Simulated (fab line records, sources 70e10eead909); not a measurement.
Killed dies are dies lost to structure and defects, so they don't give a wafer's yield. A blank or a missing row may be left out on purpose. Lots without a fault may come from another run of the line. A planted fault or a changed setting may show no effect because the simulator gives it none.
A struck lot beside a sound one | flow nand_harc | 16 steps out of a route of 1302
Sound: wafers L792.1, L792.2, L792.6. Struck: wafer L785.3. (L785.1, L785.2 of the same lot were not struck and are left out.) The cause comes at the end.
At each step with rows: each side's tool, then ch and its chambers, then its first start. Under that, the readings that differ: sound wafers | struck wafers | difference of the means | sigmas: that difference in standard deviations of wafers without a fault.
alike: readings whose means differ by less than 2 such deviations, and words and numbers that are the same on both sides. not compared: withheld readings, readings that some wafer has no value for, bounds like >300 that may hide the same value, and numbers for which the record gives no deviation and whose values overlap.
The two part at a step that has a row with sigmas, a row that says differs or no value, or rows on one side only. Numbers that don't overlap but have no deviation are shown without sigmas and don't part them. A reading that every wafer of one side lacks parts them only if that side has two wafers or more.

NHARC_A_DECK1_JOINT_INSPECT_05:
  sound on defect_inspect-01, day 20 19:14; struck on defect_inspect-02, day 17 17:34
  alike: raw_defect_count
then, 1 step without rows for these wafers: NHARC_A_ONON_D2_DEP_00 (target thk 1000 nm).
NHARC_A_ONON_D2_THK_MEAS_02: measures by ellipsometry.
  sound on film_metro-02, day 20 19:48; struck on film_metro-02, day 17 18:09
  alike: thk_nm
then, 1 step without rows for these wafers: NHARC_A_ONON_D2_DEP_03 (target thk 1000 nm).
NHARC_A_ONON_D2_THK_MEAS_05: measures by ellipsometry.
  sound on film_metro-01, day 20 20:22; struck on film_metro-02, day 17 18:43
  alike: thk_nm
then, 1 step without rows for these wafers: NHARC_A_ONON_D2_DEP_06 (target thk 1000 nm).
NHARC_A_ONON_D2_THK_MEAS_08: measures by ellipsometry.
  sound on film_metro-02, day 20 20:56; struck on film_metro-01, day 17 19:17
  alike: thk_nm
then, 1 step without rows for these wafers: NHARC_A_ONON_D2_DEP_09 (target thk 1000 nm).
NHARC_A_ONON_D2_THK_MEAS_11: measures by ellipsometry.
  sound on film_metro-02, day 20 21:31; struck on film_metro-02, day 17 19:52
  alike: thk_nm
then, 1 step without rows for these wafers: NHARC_A_ONON_D2_DEP_12 (target thk 1000 nm).
NHARC_A_ONON_D2_THK_MEAS_14: measures by ellipsometry.
  sound on film_metro-02, day 20 22:05; struck on film_metro-01, day 17 20:26
  alike: thk_nm
then, 1 step without rows for these wafers: NHARC_A_ONON_D2_ANNEAL_15 (time 3600 s).
NHARC_A_ONON_D2_DEP_16: target thk 1000 nm.
  sound on pecvd_onon-03 ch 0, day 21 05:16; struck on pecvd_onon-01 ch 0, day 18 03:43
  alike: n2o_flow_sccm
NHARC_A_ONON_D2_THK_MEAS_18: measures by ellipsometry.
  sound on film_metro-02, day 21 05:46; struck on film_metro-01, day 18 04:14
  reading     | sound          | struck | difference | sigmas
  thk_nm (nm) | 1010 1012 1011 | 1903   | +892       | +97
then, 1 step without rows for these wafers: NHARC_A_ONON_D2_DEP_19 (target thk 1000 nm).
-- the record jumps here: 11 days lie between the struck wafers' starts before and after (it left off in module A_ONON_D2 and takes up again in module END, whose first step shown is number 1302 of the route) --
NHARC_END_SORT_01:
  the record has rows for the struck wafers here (prober-02 ch 0, day 29 15:08) and none for the sound ones

WHERE THEY PART
First at NHARC_A_ONON_D2_THK_MEAS_18; last, within this record, at NHARC_END_SORT_01.

WHY: what the simulator had put in
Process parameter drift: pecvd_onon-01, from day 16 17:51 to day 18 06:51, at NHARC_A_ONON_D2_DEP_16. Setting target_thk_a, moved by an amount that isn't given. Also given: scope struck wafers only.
